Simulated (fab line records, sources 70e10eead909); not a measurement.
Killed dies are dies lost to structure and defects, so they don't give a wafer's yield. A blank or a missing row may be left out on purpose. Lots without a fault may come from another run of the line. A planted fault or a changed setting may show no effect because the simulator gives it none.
Chamber matching | flow nand_harc | NHARC_THIN_TSV_DEP_43 on pecvd-02: 3 sister chambers
The step deposits SiO2, target thk 1328.5 nm. 6 wafers are shown with their chamber, then 7 later ones without.

WAFERS WITH THEIR CHAMBER
wafer  | chamber | throttle_valve_pct (%) | rf_fwd_power_W (W)
L435.2 | 1       | 15.1                   | 894.4
L435.4 | 0       | 15.0                   | 894.3
L436.4 | 0       | 15.1                   | 899.5
L436.5 | 2       | 16.8                   | 895.9
L441.1 | 1       | 14.9                   | 896.4
L441.2 | 2       | 16.8                   | 902.4

WAFERS WITHOUT THEIR CHAMBER
wafer  | throttle_valve_pct (%) | rf_fwd_power_W (W)
L441.6 | 16.9                   | 893.8
L444.1 | 16.8                   | 896.5
L444.4 | 14.9                   | 900.5
L444.6 | 17.1                   | 900.1
L445.1 | 15.0                   | 897.4
L445.2 | 16.6                   | 901.9
L445.4 | 17.0                   | 900.2

WHICH CHAMBER EACH WENT THROUGH
wafer  | from the rows above     | in truth
L441.6 | 2                       | 2
L444.1 | 2                       | 2
L444.4 | can't be placed: 1 or 0 | 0
L444.6 | 2                       | 2
L445.1 | can't be placed: 0 or 1 | 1
L445.2 | 2                       | 2
L445.4 | 2                       | 2
Placed correctly: 5 of 7. Can't be placed from these rows: 2 (the true chamber is among the candidates in 2). Placed wrongly: 0.
How it was worked out, from the rows above alone: a wafer's distance from a chamber is the root of the sum, over the readings, of the square of ((its reading less the chamber's mean) divided by the reading's scatter). The wafer belongs to the nearest chamber; if the next one is less than 2 further off, it can't be placed. A chamber's mean is the mean of its shown wafers. The scatter: the root of (the sum of the squares of (reading less its chamber's mean) over the shown wafers, divided by (wafers less chambers)).
